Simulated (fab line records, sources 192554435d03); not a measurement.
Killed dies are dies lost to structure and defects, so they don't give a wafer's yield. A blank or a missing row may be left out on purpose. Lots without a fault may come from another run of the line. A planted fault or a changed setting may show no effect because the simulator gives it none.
Split-lot experiment | flow n5_finfet | 7 lots, 21 wafers read, on a route of 1938 steps

THE SPLIT
At N5_SD_ACTIVATION_LSA_01 (time 0.0008 s), the setting temp_c was moved away from the recipe's 1080 C on 10 of the 21 wafers read, by -2.2% to +2.8%. The other wafers ran this setting at the recipe's value.

The file shows no step between the split and the reading.

THE READING
RS_SD_N, in ohm/sq, at N5_SD_ACTIVATION_RS_MEAS_03 (measures by four-point-probe). Fault-free wafers of this fab line usually give 21.94 ohm/sq, standard deviation 0.27 ohm/sq.

wafer  | tool, chamber at the split | temp_c as run, C | against the recipe | RS_SD_N, ohm/sq | against lot-mates on the recipe
L074.1 | laser_anneal-02, 0         | 1059             | -1.9%              | 24.27           | +2.01
L074.5 | laser_anneal-02, 0         | 1059             | -1.9%              | 23.85           | +1.59
L074.6 | laser_anneal-02, 0         | 1080             | recipe             | 22.26           | -
L077.1 | laser_anneal-01, 0         | 1110             | +2.8%              | 18.33           | -3.53
L077.2 | laser_anneal-01, 0         | 1080             | recipe             | 21.86           | -
L077.3 | laser_anneal-01, 0         | 1110             | +2.8%              | 18.47           | -3.39
L082.1 | laser_anneal-02, 0         | 1080             | recipe             | 22.36           | -
L082.4 | laser_anneal-02, 0         | 1080             | recipe             | 22.20           | -
L082.5 | laser_anneal-02, 0         | 1080             | recipe             | 22.35           | -
L083.3 | laser_anneal-01, 0         | 1070             | -0.9%              | 22.87           | +1.14
L083.4 | laser_anneal-01, 0         | 1080             | recipe             | 21.66           | -
L083.6 | laser_anneal-01, 0         | 1080             | recipe             | 21.79           | -
L091.1 | laser_anneal-01, 0         | 1080             | recipe             | 22.22           | -
L091.2 | laser_anneal-01, 0         | 1080             | recipe             | 21.90           | -
L091.4 | laser_anneal-01, 0         | 1063             | -1.6%              | 23.95           | +1.89
L092.2 | laser_anneal-02, 0         | 1080             | recipe             | 22.10           | -
L092.5 | laser_anneal-02, 0         | 1056             | -2.2%              | 24.70           | +2.60
L092.6 | laser_anneal-02, 0         | 1056             | -2.2%              | 24.71           | +2.61
L094.1 | laser_anneal-02, 0         | 1064             | -1.5%              | 23.70           | +1.82
L094.3 | laser_anneal-02, 0         | 1080             | recipe             | 21.88           | -
L094.5 | laser_anneal-02, 0         | 1064             | -1.5%              | 23.76           | +1.88

THE FIT
A straight line over all 21 wafers: RS_SD_N changes by -1.22 ohm/sq for each +1% of temp_c; r = -0.99; the points scatter about the line by 0.24 ohm/sq.
The same after taking each lot's own level away (the mean of its wafers on the recipe; 21 wafers): -1.18 ohm/sq for each +1%; r = -0.99; scatter 0.19 ohm/sq.
On that fit, the largest move of temp_c shifts the reading by 3.3 ohm/sq.
The lots' own levels span 21.725 to 22.303 ohm/sq, that is 2.1 times the standard deviation above.
So the lot-to-lot level changes the slope little: the two slopes agree.
Check: with one of the wafers moved furthest among these (+2.8%) left out of the fit, the line predicts -3.22 ohm/sq for it against its lot-mates. It came out at -3.53 ohm/sq against them.
Tool readings at the split's step, against how far the setting was moved: wafer_temp_C_max r = +1.00.

OTHER SPLITS ON THESE WAFERS
These wafers also went through other splits before the reading. Each is held against what the fit with the lots' levels taken away leaves over:
other split on the same wafers  | wafers away from the commonest value | r with RS_SD_N (lot level and that fit taken away)
N5_ZERO_LAYER_EXPOSE_08 dose_mj | 6                                    | -0.01
N5_ZERO_LAYER_ETCH_18 bias_w    | 5                                    | +0.20
N5_FIN_SAQP_ALD_61 ald_cycles   | 8                                    | -0.05
N5_FIN_SAQP_PECVD_48 time_s     | 7                                    | +0.00
N5_DUMMY_GATE_HM_DEP_06 time_s  | 18                                   | -0.37
N5_SD_EPI_N_PEB_07 peb_time_s   | 8                                    | -0.32
N5_SD_EPI_N_DESCUM_14 time_s    | 13                                   | +0.49

THE WHOLE CHAIN: every reading that the file lists as answering this split, in the file's order
step                        | what it does                 | reading          | change (the file's fit)              | r (the file's)
N5_SD_ACTIVATION_LSA_01     | time 0.0008 s                | wafer_temp_C_max | withheld for each +1% of the setting | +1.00
N5_SD_ACTIVATION_RS_MEAS_03 | measures by four-point-probe | RS_SD_N          | -1.17 for each +1% of the setting    | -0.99

THE FILE'S OWN FIT
RS_SD_N changes by -1.17 ohm/sq for each +1% of temp_c, r = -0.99.
